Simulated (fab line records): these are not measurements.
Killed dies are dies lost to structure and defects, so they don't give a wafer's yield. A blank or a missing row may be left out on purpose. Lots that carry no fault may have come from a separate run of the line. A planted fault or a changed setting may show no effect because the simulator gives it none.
fab line records	flow n5-finfet
[record] lots = 24	wafers = 72	last-day = 19
route steps=1938 shown BEOL_M8@1399 BEOL_M9@1423 BEOL_M10@1484
lots with no fault: from the same line, run without faults
start-h: hours from the record's first day to the start of the lot's first wafer shown	wait-h: hours from the lot's prior step to this one	" unchanged from the row above	L1.1+2: a row that stands for several wafers	- either no value or no given start	* or withheld: withheld	< > ~ a bound
route shown NAME@n: names a module that has steps shown in the file, with the first one's number in the route	usual: mean and standard deviation over wafers with no fault	same: alike in all rows	chamber/n: place in a boat	sites: each site's reading	_std_site: their standard deviation	_edge_site: inner sites' mean taken away from outer sites' mean	radius-mm: for every site, how far away it sits from the centre of the wafer	mask NAME#n: copy n	behind: the most recent tool/chamber to have shaped the wafer	hold: the reason the lot was held/the length of the hold in hours/how it ended	device: the n, p or np transistor that did not switch	end of line: the tests these same wafers got at the end of their route	a step given without rows: its recipe and nothing more	killed: dies lost to structure and defects at the first sort, not the wafer's yield	map: per-die view of a wafer (x killed, . not killed, _ where there is no die)
set.NAME: the run value of the setting; set.NAME@STEP: its run value at that earlier step	model.NAME: the simulator's own value behind a step, which no gauge read
route steps across a sampled set of lots; one table per step, one row per wafer
services: from which hour (start-h, from the record's first day; less than 0 if before it) a tool's chamber was out of use, for how many hours, and why
[[steps]]
[step N5_BEOL_M8_RS_MEAS_57]
[recipe] thk-meas-gauge = four-point-probe	reads = Cu_of_BEOL_M8_ECD_50+Co_of_BEOL_M8_CVD_78+TaN_of_BEOL_M8_ALD_77
[usual] M8_RS = 0.286/0.0083
lot.wafer	tool	chamber	start-h	wait-h	M8_RS[ohm/sq]
L074.1	film-metro-02	-	206.79	0.1	0.291
L074.3	"	-	"	"	0.301
L074.5	"	-	"	"	0.291
L076.1	film-metro-01	-	222.58	0.1	0.287
L076.4	"	-	"	"	0.290
L076.6	"	-	"	"	0.285
L077.1	film-metro-02	-	222.79	0.1	0.293
L077.4	"	-	"	"	0.283
L077.6	"	-	"	"	0.275
L075.2	film-metro-02	-	233.95	0.1	0.289
L075.4	"	-	"	"	0.283
L075.6	"	-	"	"	0.280
L078.2	film-metro-01	-	240.96	0.1	0.280
L078.4	"	-	"	"	0.281
L078.6	"	-	"	"	0.284
L080.1	film-metro-02	-	261.19	0.1	0.274
L080.3	"	-	"	"	0.291
L080.5	"	-	"	"	0.284
L082.1	film-metro-02	-	266.37	0.1	0.288
L082.4	"	-	"	"	0.283
L082.5	"	-	"	"	0.286
L079.2	film-metro-02	-	266.91	0.1	0.288
L079.3	"	-	"	"	0.279
L079.5	"	-	"	"	0.265
L081.1	film-metro-02	-	270.47	0.1	0.289
L081.2	"	-	"	"	0.280
L081.6	"	-	"	"	0.278
L083.2	film-metro-01	-	273.64	0.1	0.301
L083.4	"	-	"	"	0.281
L083.6	"	-	"	"	0.303
L085.2	film-metro-01	-	293.10	0.1	0.288
L085.5	"	-	"	"	0.296
L085.6	"	-	"	"	0.288
L084.2	film-metro-02	-	296.28	0.1	0.270
L084.5	"	-	"	"	0.291
L084.6	"	-	"	"	0.296
L088.2	film-metro-01	-	301.51	0.1	0.294
L088.3	"	-	"	"	0.281
L088.4	"	-	"	"	0.283
L087.2	film-metro-02	-	304.95	0.1	0.295
L087.3	"	-	"	"	0.282
L087.6	"	-	"	"	0.285
L086.1	film-metro-02	-	306.12	0.1	0.288
L086.3	"	-	"	"	0.285
L086.5	"	-	"	"	0.287
L089.1	film-metro-01	-	306.91	0.1	0.280
L089.4	"	-	"	"	0.295
L089.6	"	-	"	"	0.276
L090.3	film-metro-02	-	311.28	0.1	0.282
L090.4	"	-	"	"	0.284
L090.6	"	-	"	"	0.295
L091.2	film-metro-01	-	317.78	0.1	0.296
L091.5	"	-	"	"	0.273
L091.6	"	-	"	"	0.292
L092.3	film-metro-02	-	329.11	0.1	0.285
L092.5	"	-	"	"	0.293
L092.6	"	-	"	"	0.284
L093.2	film-metro-02	-	343.00	0.1	0.274
L093.3	"	-	"	"	0.284
L093.4	"	-	"	"	0.293
L095.2	film-metro-01	-	356.05	0.1	0.295
L095.5	"	-	"	"	0.292
L095.6	"	-	"	"	0.284
L094.3	film-metro-02	-	360.40	0.1	0.301
L094.5	"	-	"	"	0.289
L094.6	"	-	"	"	0.297
L096.1	film-metro-02	-	360.85	0.1	0.286
L096.2	"	-	"	"	0.285
L096.5	"	-	"	"	0.266
L097.3	film-metro-01	-	378.73	0.1	0.276
L097.4	"	-	"	"	0.284
L097.5	"	-	"	"	0.278
[step N5_BEOL_M9_STRIP_19]
[recipe] chemistry = O2	power-w = 400	temp-c = 40	pressure-mtorr = 30	rf-frequency-hz = 6e+07	bias-power-w = 0	overash-fraction = 0.2	o2-flow-sccm = 225
[usual] drypump-motor-current-A = 5.6/0.53	oes-product-au = 0.79/0.082	rf-vpp-V = 3.6/0.6	showerhead-plenum-p-Torr = 2.11/0.081	throttle-valve-pct = 16.77/0.21
[same] overash-fraction = 0.2
lot.wafer	tool	chamber	start-h	wait-h	drypump-motor-current-A	oes-product-au	rf-hours-counter-h	rf-vpp-V	showerhead-plenum-p-Torr	throttle-valve-pct
L074.1	rie-diel-03	1	209.84	0.1	6.0	0.71	172	3.9	2.10	16.93
L074.3	"	0	"	"	4.9	0.76	166	4.1	2.02	17.06
L074.5	"	2	"	"	6.1	0.69	-	2.9	2.16	16.83
L076.1	rie-diel-03	1	225.06	0.1	6.0	0.72	177	3.2	2.10	16.97
L076.4	"	0	"	"	4.9	0.76	-	3.0	2.01	17.05
L076.6	"	3	"	"	6.3	0.94	-	4.0	2.06	16.81
L077.1	rie-diel-05	0	227.59	0.2	5.8	0.83	79	4.1	2.23	16.69
L077.4	"	1	"	"	5.6	0.83	69	2.7	2.22	16.86
L077.6	"	2	"	"	5.0	0.93	-	3.0	2.23	16.75
L075.2	rie-diel-03	3	239.00	0.1	6.3	0.93	23	3.7	2.06	16.83
L075.4	"	0	"	"	4.9	0.75	177	3.4	2.01	17.06
L075.6	"	0	"	"	4.9	0.75	-	3.8	2.01	17.04
L078.2	rie-diel-05	1	244.80	0.1	5.6	0.82	73	3.1	2.22	16.87
L078.4	"	3	"	"	6.1	0.86	51	3.7	2.06	16.46
L078.6	"	0	"	"	5.8	0.83	-	4.8	2.23	16.70
L080.1	rie-diel-04	1	265.13	0.2	4.9	0.73	181	3.6	2.14	16.94
L080.3	"	3	"	"	4.9	0.74	188	3.6	2.15	16.75
L080.5	"	1	"	"	4.9	0.73	-	4.3	2.14	16.94
L082.1	rie-diel-03	1	270.65	0.2	6.0	0.70	192	3.7	2.09	16.98
L082.4	"	0	"	"	4.9	0.75	186	2.7	2.01	17.08
L082.5	"	1	"	"	6.0	0.69	-	3.7	2.09	16.98
L079.2	rie-diel-05	2	270.90	0.1	5.0	0.90	40	4.3	2.23	16.78
L079.3	"	0	"	"	5.8	0.81	91	3.4	2.23	16.72
L079.5	"	0	"	"	5.8	0.81	-	3.7	2.23	16.70
L081.1	rie-diel-05	0	274.71	0.1	5.8	0.82	93	4.1	2.23	16.72
L081.2	"	1	"	"	5.6	0.81	82	2.7	2.22	16.90
L081.6	"	1	"	"	5.6	0.81	-	3.3	2.22	16.88
L083.2	rie-diel-04	0	276.31	0.1	5.3	0.72	181	3.6	2.09	16.52
L083.4	"	3	"	"	4.9	0.73	192	3.4	2.15	16.77
L083.6	"	2	"	"	5.1	0.69	-	3.4	1.99	16.78
L085.2	rie-diel-05	2	295.36	0.1	5.0	0.88	46	2.8	2.22	16.79
L085.5	"	2	"	"	5.0	0.89	-	4.9	2.22	16.77
L085.6	"	3	"	"	6.1	0.85	-	2.9	2.05	16.47
L084.2	rie-diel-03	3	298.85	0.1	6.3	0.88	40	4.0	2.06	16.85
L084.5	"	0	"	"	4.9	0.73	-	2.8	2.01	17.08
L084.6	"	1	"	"	6.0	0.69	-	3.2	2.09	17.00
L088.2	rie-diel-05	3	303.61	0.1	6.2	0.84	66	3.9	2.05	16.48
L088.3	"	2	"	"	5.1	0.89	48	4.2	2.22	16.78
L088.4	"	1	"	"	5.6	0.79	91	3.2	2.22	16.91
L087.2	rie-diel-04	2	306.80	0.1	5.1	0.69	228	2.8	1.99	16.80
L087.3	"	0	"	"	5.3	0.71	190	3.6	2.08	16.52
L087.6	"	3	"	"	4.9	0.72	-	3.8	2.14	16.78
L086.1	rie-diel-03	3	308.45	0.2	6.3	0.89	43	4.4	2.05	16.87
L086.3	"	2	"	"	6.2	0.92	22	3.6	2.15	16.36
L086.5	"	3	"	"	6.3	0.89	-	3.4	2.05	16.86
L089.1	rie-diel-05	1	308.63	0.1	5.6	0.79	92	2.7	2.22	16.88
L089.4	"	2	"	"	5.0	0.88	50	3.7	2.22	16.78
L089.6	"	2	"	"	5.0	0.88	-	3.7	2.22	16.78
L090.3	rie-diel-05	3	316.33	0.2	6.1	0.83	70	5.0	2.05	16.46
L090.4	"	0	"	"	5.8	0.80	105	3.9	2.22	16.74
L090.6	"	3	"	"	6.1	0.84	-	3.6	2.05	16.48
L091.2	rie-diel-03	1	320.75	0.3	6.0	0.68	206	3.4	2.09	17.00
L091.5	"	1	"	"	6.0	0.69	-	3.8	2.09	17.01
L091.6	"	0	"	"	4.9	0.73	-	3.2	2.00	17.10
L092.3	rie-diel-03	3	331.41	0.1	6.3	0.87	51	2.9	2.05	16.86
L092.5	"	2	"	"	6.1	0.91	-	3.0	2.15	16.36
L092.6	"	3	"	"	6.3	0.88	-	3.9	2.05	16.88
L093.2	rie-diel-04	3	345.25	0.1	4.9	0.72	208	3.1	2.14	16.81
L093.3	"	0	"	"	5.3	0.70	202	3.6	2.08	16.56
L093.4	"	2	"	"	5.1	0.68	241	3.4	1.98	16.80
L095.2	rie-diel-04	0	359.39	0.1	5.3	0.70	207	4.5	2.08	16.58
L095.5	"	1	"	"	4.9	0.70	-	4.0	2.13	17.02
L095.6	"	0	"	"	5.3	0.70	-	3.7	2.08	16.54
L094.3	rie-diel-05	1	363.28	0.1	5.6	0.78	108	4.3	2.21	16.93
L094.5	"	3	"	"	6.1	0.82	-	2.8	2.04	16.50
L094.6	"	2	"	"	5.0	0.86	-	3.6	2.22	16.82
L096.1	rie-diel-03	2	363.53	0.1	6.1	0.88	41	3.6	2.14	16.40
L096.2	"	1	"	"	6.0	0.66	221	2.2	2.08	17.04
L096.5	"	1	"	"	6.1	0.67	-	4.8	2.08	17.03
L097.3	rie-diel-05	0	383.17	0.1	5.8	0.78	122	3.2	2.22	16.77
L097.4	"	2	"	"	5.0	0.85	69	3.9	2.22	16.81
L097.5	"	2	"	"	5.0	0.84	-	3.8	2.22	16.83
[step N5_BEOL_M9_ETCH_41]
[recipe] chemistry = CH3F/O2	target = SiCN	target-depth-a = 366	taper-deg = 2	time-s = 70.1	ion-energy-ev = 120	mask-material = TiN	pressure-mtorr = 30	source-w = 395	bias-w = 75	Ar_flow_sccm = 150	CH3F_flow_sccm = 30	O2_flow_sccm = 20
[usual] CH3F_flow_sccm = 29.99/0.085	drypump-motor-current-A = 5.5/0.51	oes-product-au = 0.78/0.086	rf-vpp-V = 297.8/1.9	showerhead-plenum-p-Torr = 2.02/0.077	throttle-valve-pct = 16.39/0.25
lot.wafer	tool	chamber	start-h	wait-h	CH3F_flow_sccm	drypump-motor-current-A	oes-product-au	rf-hours-counter-h	rf-vpp-V	showerhead-plenum-p-Torr	throttle-valve-pct
L074.1	rie-diel-05	3	-	-	30.01	6.2	0.85	41	297.2	1.95	15.97
L074.3	"	2	"	"	30.11	5.0	0.93	22	300.0	2.12	16.32
L074.5	"	3	"	"	29.95	6.1	0.86	-	296.3	1.95	15.99
L076.1	rie-diel-05	1	-	-	29.95	5.6	0.83	68	299.7	2.12	16.50
L076.4	"	0	"	"	29.91	5.8	0.82	78	299.2	2.10	16.20
L076.6	"	0	"	"	29.99	5.8	0.82	-	298.8	2.10	16.21
L077.1	rie-diel-05	1	-	-	30.17	5.6	0.84	70	297.8	2.12	16.48
L077.4	"	0	"	"	30.02	5.8	0.81	80	299.6	2.10	16.20
L077.6	"	3	"	"	30.14	6.1	0.85	-	296.0	1.95	15.99
L075.2	rie-diel-05	2	-	-	30.10	5.0	0.91	30	301.4	2.12	16.34
L075.4	"	0	"	"	30.14	5.8	0.82	82	300.1	2.10	16.22
L075.6	"	2	"	"	30.05	5.0	0.91	-	299.5	2.12	16.35
L078.2	rie-diel-03	1	-	-	30.00	6.0	0.71	185	297.3	1.99	16.54
L078.4	"	3	"	"	29.98	6.3	0.92	25	295.8	1.98	16.51
L078.6	"	2	"	"	29.97	6.2	0.98	-	299.0	2.05	15.90
L080.1	rie-diel-04	2	-	-	29.93	5.0	0.70	216	295.9	1.89	16.39
L080.3	"	0	"	"	29.85	5.3	0.71	179	297.5	1.99	16.14
L080.5	"	3	"	"	29.98	4.9	0.72	-	298.5	2.06	16.51
L079.2	rie-diel-04	1	-	-	30.00	4.9	0.72	183	298.5	2.08	16.75
L079.3	"	2	"	"	29.90	5.1	0.70	217	295.3	1.89	16.42
L079.5	"	0	"	"	30.03	5.3	0.71	-	296.6	1.99	16.14
L082.1	rie-diel-05	2	-	-	29.99	5.0	0.89	40	299.2	2.12	16.38
L082.4	"	1	"	"	29.99	5.6	0.82	82	299.1	2.12	16.51
L082.5	"	1	"	"	30.02	5.6	0.82	-	300.4	2.12	16.50
L081.1	rie-diel-03	0	-	-	29.88	4.9	0.74	188	296.0	1.91	16.66
L081.2	"	1	"	"	30.04	6.1	0.70	194	297.2	1.98	16.55
L081.6	"	2	"	"	29.92	6.1	0.96	-	297.8	2.04	15.93
L083.2	rie-diel-04	3	-	-	29.93	4.9	0.72	192	300.0	2.06	16.50
L083.4	"	1	"	"	30.06	4.9	0.72	184	300.2	2.07	16.77
L083.6	"	1	"	"	30.00	4.9	0.71	-	298.2	2.07	16.78
L085.2	rie-diel-03	1	-	-	30.07	6.0	0.68	199	295.6	1.98	16.57
L085.5	"	2	"	"	29.80	6.2	0.92	-	298.0	2.04	15.94
L085.6	"	3	"	"	29.98	6.3	0.89	-	298.2	1.97	16.55
L084.2	rie-diel-05	1	-	-	30.03	5.6	0.80	90	298.9	2.11	16.51
L084.5	"	2	"	"	29.93	5.0	0.88	-	298.7	2.11	16.37
L084.6	"	1	"	"	29.98	5.6	0.81	-	300.9	2.11	16.53
L088.2	rie-diel-03	3	-	-	29.96	6.3	0.88	43	295.5	1.97	16.57
L088.3	"	0	"	"	29.87	4.9	0.73	196	294.9	1.90	16.67
L088.4	"	1	"	"	30.04	6.0	0.69	201	297.5	1.98	16.57
L087.2	rie-diel-04	3	-	-	29.92	4.9	0.71	201	299.8	2.06	16.51
L087.3	"	1	"	"	29.95	4.9	0.71	193	298.9	2.07	16.79
L087.6	"	3	"	"	29.91	4.9	0.71	-	298.9	2.06	16.51
L089.1	rie-diel-04	2	-	-	30.19	5.1	0.69	228	294.0	1.89	16.42
L089.4	"	1	"	"	29.92	4.9	0.72	-	298.7	2.07	16.76
L089.6	"	2	"	"	30.09	5.1	0.69	-	293.3	1.89	16.42
L086.1	rie-diel-05	1	-	-	29.96	5.6	0.80	93	300.4	2.11	16.53
L086.3	"	0	"	"	30.03	5.8	0.80	103	298.3	2.10	16.26
L086.5	"	2	"	"	29.81	5.0	0.87	-	299.6	2.11	16.39
L090.3	rie-diel-05	1	-	-	29.86	5.6	0.80	96	300.0	2.11	16.54
L090.4	"	2	"	"	30.10	5.0	0.87	53	298.4	2.11	16.39
L090.6	"	0	"	"	30.20	5.8	0.79	-	299.2	2.09	16.25
L091.2	rie-diel-04	3	-	-	29.93	4.9	0.72	202	298.6	2.06	16.52
L091.5	"	2	"	"	29.78	5.1	0.68	-	293.8	1.89	16.44
L091.6	"	1	"	"	29.96	5.0	0.70	-	298.4	2.07	16.79
L092.3	rie-diel-05	0	-	-	29.84	5.8	0.78	110	299.7	2.09	16.26
L092.5	"	2	"	"	29.87	5.0	0.87	-	301.2	2.11	16.39
L092.6	"	3	"	"	30.06	6.1	0.83	-	297.2	1.94	16.05
L093.2	rie-diel-03	2	-	-	30.07	6.2	0.89	35	296.7	2.03	15.97
L093.3	"	1	"	"	29.93	6.0	0.68	215	296.6	1.98	16.59
L093.4	"	3	"	"	29.96	6.3	0.87	56	295.6	1.97	16.58
L095.2	rie-diel-03	0	-	-	30.02	4.9	0.72	215	293.9	1.90	16.72
L095.5	"	0	"	"	29.98	4.9	0.71	-	296.8	1.90	16.72
L095.6	"	1	"	"	29.92	6.0	0.67	-	296.4	1.97	16.61
L094.3	rie-diel-03	0	-	-	29.99	4.9	0.72	216	295.5	1.90	16.69
L094.5	"	3	"	"	29.92	6.3	0.86	-	297.7	1.97	16.60
L094.6	"	0	"	"	30.00	4.9	0.72	-	295.9	1.90	16.74
L096.1	rie-diel-04	0	-	-	30.06	5.3	0.70	209	296.2	1.98	16.20
L096.2	"	3	"	"	30.08	4.9	0.71	214	298.9	2.05	16.52
L096.5	"	3	"	"	29.94	4.9	0.71	-	298.8	2.05	16.54
L097.3	rie-diel-04	1	-	-	29.84	5.0	0.69	216	298.3	2.06	16.83
L097.4	"	1	"	"	29.94	4.9	0.69	-	299.2	2.06	16.84
L097.5	"	0	"	"	30.03	5.3	0.69	-	297.8	1.97	16.21
[step N5_BEOL_M9_DEGAS_44]
[recipe] ambient = vacuum	temp-c = 250	time-s = 60
[usual] heater-power-w = 323/31	susceptor-temp-C = 250.01/0.18
lot.wafer	tool	chamber	start-h	wait-h	heater-power-w	susceptor-temp-C
L074.1	pvd-sputter-03	-	211.76	0.3	299	249.91
L074.3	"	-	"	"	314	250.22
L074.5	"	-	"	"	296	250.06
L076.1	pvd-sputter-01	-	226.84	0.3	309	249.93
L076.4	"	-	"	"	322	249.75
L076.6	"	-	"	"	389	250.12
L077.1	pvd-sputter-03	-	229.84	0.3	327	250.06
L077.4	"	-	"	"	290	249.75
L077.6	"	-	"	"	314	250.35
L075.2	pvd-sputter-03	-	240.55	0.2	321	249.80
L075.4	"	-	"	"	288	249.92
L075.6	"	-	"	"	317	250.03
L078.2	pvd-sputter-03	-	248.07	0.3	287	250.03
L078.4	"	-	"	"	326	249.94
L078.6	"	-	"	"	331	249.91
L080.1	pvd-sputter-03	-	270.01	0.6	292	249.96
L080.3	"	-	"	"	315	249.90
L080.5	"	-	"	"	315	250.00
L079.2	pvd-sputter-01	-	274.77	0.7	320	250.15
L079.3	"	-	"	"	376	249.92
L079.5	"	-	"	"	328	249.55
L082.1	pvd-sputter-01	-	275.19	0.8	379	250.04
L082.4	"	-	"	"	384	249.98
L082.5	"	-	"	"	325	250.13
L081.1	pvd-sputter-02	-	278.30	2.3	302	249.91
L081.2	"	-	"	"	320	250.25
L081.6	"	-	"	"	329	250.08
L083.2	pvd-sputter-03	-	279.89	0.7	309	250.18
L083.4	"	-	"	"	299	249.94
L083.6	"	-	"	"	321	249.82
L085.2	pvd-sputter-02	-	299.54	0.6	324	250.01
L085.5	"	-	"	"	298	250.04
L085.6	"	-	"	"	289	249.65
L084.2	pvd-sputter-01	-	302.31	0.5	323	250.03
L084.5	"	-	"	"	330	250.06
L084.6	"	-	"	"	384	249.69
L088.2	pvd-sputter-02	-	306.96	0.2	327	249.59
L088.3	"	-	"	"	395	250.01
L088.4	"	-	"	"	307	249.95
L087.2	pvd-sputter-02	-	308.79	0.2	326	250.07
L087.3	"	-	"	"	309	250.41
L087.6	"	-	"	"	395	250.16
L089.1	pvd-sputter-01	-	310.54	0.3	382	249.99
L089.4	"	-	"	"	334	249.97
L089.6	"	-	"	"	323	249.96
L086.1	pvd-sputter-01	-	310.83	0.3	326	249.93
L086.3	"	-	"	"	379	249.90
L086.5	"	-	"	"	388	250.32
L090.3	pvd-sputter-03	-	319.85	0.4	317	249.88
L090.4	"	-	"	"	322	250.10
L090.6	"	-	"	"	291	250.06
L091.2	pvd-sputter-03	-	324.50	0.6	299	249.83
L091.5	"	-	"	"	293	249.94
L091.6	"	-	"	"	295	250.07
L092.3	pvd-sputter-03	-	333.95	0.2	291	250.20
L092.5	"	-	"	"	319	250.08
L092.6	"	-	"	"	313	250.15
L093.2	pvd-sputter-03	-	349.97	1.8	311	249.95
L093.3	"	-	"	"	319	249.85
L093.4	"	-	"	"	293	249.99
L095.2	pvd-sputter-02	-	362.64	0.2	290	249.98
L095.5	"	-	"	"	284	249.92
L095.6	"	-	"	"	298	249.74
L094.3	pvd-sputter-03	-	365.74	0.3	287	250.15
L094.5	"	-	"	"	330	250.42
L094.6	"	-	"	"	311	250.41
L096.1	pvd-sputter-03	-	366.16	0.3	299	250.07
L096.2	"	-	"	"	292	249.65
L096.5	"	-	"	"	300	250.19
L097.3	pvd-sputter-03	-	386.09	0.2	292	249.93
L097.4	"	-	"	"	325	249.61
L097.5	"	-	"	"	323	250.10
[step N5_BEOL_M10_OVL_MEAS_12]
[recipe] points-per-wafer = 44
[usual] M10_OVL = 0.6/0.82
lot.wafer	tool	chamber	start-h	wait-h	M10_OVL[nm]
L074.1	overlay-01	0	217.48	0.0	0.2
L074.3	"	0	"	"	-0.3
L074.5	"	0	"	"	-0.1
L076.1	overlay-02	0	233.67	0.0	0.4
L076.4	"	0	"	"	1.6
L076.6	"	0	"	"	1.6
L077.1	overlay-01	0	235.42	0.0	1.2
L077.4	"	0	"	"	-0.8
L077.6	"	0	"	"	-0.1
L075.2	overlay-01	0	247.99	0.0	0.7
L075.4	"	0	"	"	1.0
L075.6	"	0	"	"	2.6
L078.2	overlay-02	0	251.89	0.0	0.2
L078.4	"	0	"	"	-0.7
L078.6	"	0	"	"	0.3
L080.1	overlay-02	0	274.84	0.0	-0.4
L080.3	"	0	"	"	0.3
L080.5	"	0	"	"	-0.6
L082.1	overlay-02	0	279.22	0.0	0.6
L082.4	"	0	"	"	0.3
L082.5	"	0	"	"	1.1
L079.2	overlay-01	0	279.43	0.0	0.5
L079.3	"	0	"	"	0.0
L079.5	"	0	"	"	0.6
L081.1	overlay-02	0	281.80	0.0	-0.2
L081.2	"	0	"	"	0.6
L081.6	"	0	"	"	0.4
L083.2	overlay-02	0	284.24	0.0	1.6
L083.4	"	0	"	"	1.4
L083.6	"	0	"	"	1.3
L085.2	overlay-01	0	302.44	0.0	1.9
L085.5	"	0	"	"	-0.3
L085.6	"	0	"	"	1.0
L084.2	overlay-01	0	306.01	0.0	1.4
L084.5	"	0	"	"	2.0
L084.6	"	0	"	"	2.2
L088.2	overlay-02	0	310.95	0.0	1.4
L088.3	"	0	"	"	0.4
L088.4	"	0	"	"	0.3
L087.2	overlay-01	0	312.14	0.0	0.2
L087.3	"	0	"	"	1.7
L087.6	"	0	"	"	0.9
L089.1	overlay-01	0	315.49	0.0	-0.3
L089.4	"	0	"	"	0.7
L089.6	"	0	"	"	0.9
L086.1	overlay-01	0	315.80	0.0	-0.4
L086.3	"	0	"	"	-0.5
L086.5	"	0	"	"	-0.3
L090.3	overlay-01	0	324.40	0.0	-0.5
L090.4	"	0	"	"	-0.3
L090.6	"	0	"	"	0.8
L091.2	overlay-02	0	328.27	0.0	1.7
L091.5	"	0	"	"	0.5
L091.6	"	0	"	"	1.6
L092.3	overlay-02	0	339.71	0.0	2.4
L092.5	"	0	"	"	0.9
L092.6	"	0	"	"	1.0
L093.2	overlay-01	0	354.38	0.0	0.7
L093.3	"	0	"	"	1.2
L093.4	"	0	"	"	0.4
L095.2	overlay-01	0	367.33	0.0	-0.5
L095.5	"	0	"	"	0.9
L095.6	"	0	"	"	-0.5
L094.3	overlay-01	0	369.45	0.0	0.0
L094.5	"	0	"	"	-0.5
L094.6	"	0	"	"	0.7
L096.1	overlay-01	0	370.60	0.0	0.8
L096.2	"	0	"	"	0.9
L096.5	"	0	"	"	1.4
L097.3	overlay-01	0	391.75	0.0	0.9
L097.4	"	0	"	"	0.7
L097.5	"	0	"	"	0.1
[step N5_BEOL_M10_HM_OPEN_17]
[recipe] chemistry = Cl2/BCl3	target-depth-a = 200	overetch-a = 60	target = TiN	mask-material = SOC	ion-energy-ev = 150	pressure-mtorr = 10	icp-w = 1000	bias-w = 126	Cl2_flow_sccm = 53.25	bcl3-flow-sccm = 21.75	Ar_flow_sccm = 25
[usual] drypump-motor-current-A = 5.8/0.59	oes-product-au = 0.63/0.065	throttle-valve-pct = 22.08/0.2
lot.wafer	tool	chamber	start-h	wait-h	drypump-motor-current-A	oes-product-au	rf-hours-counter-h	throttle-valve-pct
L074.1	rie-metal-02	0	218.22	0.0	6.5	0.60	70	22.29
L074.3	"	0	"	"	6.5	0.59	-	22.27
L074.5	"	1	"	"	6.3	0.70	-	21.80
L076.1	rie-metal-02	0	234.00	0.0	6.4	0.60	72	22.27
L076.4	"	0	"	"	6.4	0.60	-	22.25
L076.6	"	1	"	"	6.3	0.71	-	21.80
L077.1	rie-metal-01	1	235.75	0.0	5.6	0.74	15	22.35
L077.4	"	0	"	"	6.2	0.64	-	22.10
L077.6	"	1	"	"	5.6	0.74	-	22.34
L075.2	rie-metal-03	0	248.36	0.1	5.0	0.60	-	21.89
L075.4	"	0	"	"	5.0	0.59	-	21.89
L075.6	"	0	"	"	5.0	0.60	-	21.87
L078.2	rie-metal-01	1	252.22	0.0	5.6	0.73	16	22.36
L078.4	"	1	"	"	5.5	0.73	-	22.36
L078.6	"	1	"	"	5.6	0.73	-	22.37
L080.1	rie-metal-03	0	275.59	0.0	5.0	0.59	84	21.89
L080.3	"	1	"	"	5.2	0.55	-	22.08
L080.5	"	0	"	"	5.0	0.59	-	21.87
L082.1	rie-metal-01	1	279.55	0.0	5.6	0.73	18	22.35
L082.4	"	0	"	"	6.2	0.64	-	22.09
L082.5	"	1	"	"	5.6	0.73	-	22.34
L079.2	rie-metal-03	1	279.86	0.0	5.2	0.55	104	22.08
L079.3	"	1	"	"	5.2	0.55	-	22.08
L079.5	"	1	"	"	5.2	0.56	-	22.08
L081.1	rie-metal-01	0	282.13	0.0	6.2	0.64	57	22.12
L081.2	"	1	"	"	5.6	0.73	18	22.35
L081.6	"	1	"	"	5.6	0.72	-	22.37
L083.2	rie-metal-01	0	284.57	0.0	6.2	0.63	57	22.09
L083.4	"	0	"	"	6.2	0.63	-	22.11
L083.6	"	1	"	"	5.6	0.72	-	22.37
L085.2	rie-metal-03	0	303.00	0.0	5.0	0.59	87	21.87
L085.5	"	1	"	"	5.2	0.55	-	22.07
L085.6	"	0	"	"	5.0	0.60	-	21.88
L084.2	rie-metal-02	0	306.34	0.0	6.4	0.58	78	22.30
L084.5	"	1	"	"	6.3	0.67	-	21.83
L084.6	"	0	"	"	6.4	0.57	-	22.31
L088.2	rie-metal-01	1	311.28	0.0	5.6	0.72	20	22.36
L088.3	"	1	"	"	5.6	0.71	-	22.37
L088.4	"	0	"	"	6.2	0.63	-	22.12
L087.2	rie-metal-02	1	312.47	0.0	6.3	0.67	45	21.84
L087.3	"	0	"	"	6.4	0.58	-	22.31
L087.6	"	1	"	"	6.3	0.68	-	21.84
L089.1	rie-metal-03	1	316.18	0.0	5.2	0.55	108	22.09
L089.4	"	0	"	"	5.0	0.58	-	21.90
L089.6	"	1	"	"	5.2	0.54	-	22.10
L086.1	rie-metal-03	0	316.67	0.0	4.9	0.59	88	21.89
L086.3	"	1	"	"	5.2	0.55	-	22.10
L086.5	"	0	"	"	4.9	0.59	-	21.90
L090.3	rie-metal-01	0	324.88	0.1	6.2	0.63	-	22.10
L090.4	"	1	"	"	5.5	0.72	-	22.37
L090.6	"	1	"	"	5.6	0.71	-	22.37
L091.2	rie-metal-02	0	329.23	0.0	6.4	0.57	81	22.30
L091.5	"	0	"	"	6.4	0.58	-	22.30
L091.6	"	1	"	"	6.3	0.67	-	21.82
L092.3	rie-metal-03	0	340.10	0.1	5.0	0.58	-	21.91
L092.5	"	0	"	"	5.0	0.58	-	21.91
L092.6	"	0	"	"	5.0	0.57	-	21.92
L093.2	rie-metal-03	1	354.71	0.0	5.2	0.82	0	21.87
L093.3	"	0	"	"	4.9	0.58	-	21.91
L093.4	"	1	"	"	5.2	0.83	-	21.83
L095.2	rie-metal-01	1	367.82	0.0	5.6	0.71	25	22.37
L095.5	"	0	"	"	6.2	0.62	-	22.11
L095.6	"	1	"	"	5.6	0.70	-	22.38
L094.3	rie-metal-02	1	369.96	0.1	6.3	0.67	-	21.84
L094.5	"	0	"	"	6.4	0.57	-	22.33
L094.6	"	1	"	"	6.3	0.66	-	21.86
L096.1	rie-metal-02	0	371.38	0.0	6.5	0.57	84	22.33
L096.2	"	1	"	"	6.3	0.66	51	21.84
L096.5	"	1	"	"	6.3	0.66	-	21.85
L097.3	rie-metal-02	0	392.12	0.1	6.4	0.57	-	22.30
L097.4	"	1	"	"	6.3	0.66	-	21.86
L097.5	"	1	"	"	6.3	0.64	-	21.86
[[services]]
tool	chamber	start-h	hours	kind
rie-diel-03	0	196.77	6.4	repair
rie-diel-04	3	200.90	12.8	repair
rie-metal-03	-	206.56	0.5	repair
rie-diel-04	2	216.19	9.9	repair
rie-diel-03	2	216.52	-	clean
rie-diel-03	2	216.52	-	consumable-replace:focus-ring
rie-diel-03	2	216.52	17.4	scheduled-down
rie-diel-03	2	216.52	17.4	vent-cycle
rie-metal-03	1	238.12	25.3	repair
rie-metal-01	1	248.75	2.4	repair
rie-diel-05	3	251.62	3.5	repair
rie-metal-01	-	253.60	2.8	pm
rie-diel-03	-	253.91	0.7	repair
rie-metal-02	0	263.05	10.3	repair
rie-metal-02	-	267.25	1.4	pm
rie-diel-04	3	309.13	11.7	repair
rie-metal-01	1	315.86	8.9	repair
rie-diel-04	1	326.22	4.5	repair
rie-diel-04	3	358.52	5.5	repair
rie-diel-04	2	371.62	-	clean
rie-diel-04	2	371.62	-	consumable-replace:focus-ring
rie-diel-04	2	371.62	-	consumable-replace:showerhead
rie-diel-04	2	371.62	24.5	scheduled-down
rie-diel-04	2	371.62	24.5	vent-cycle
[[key]]
fault none
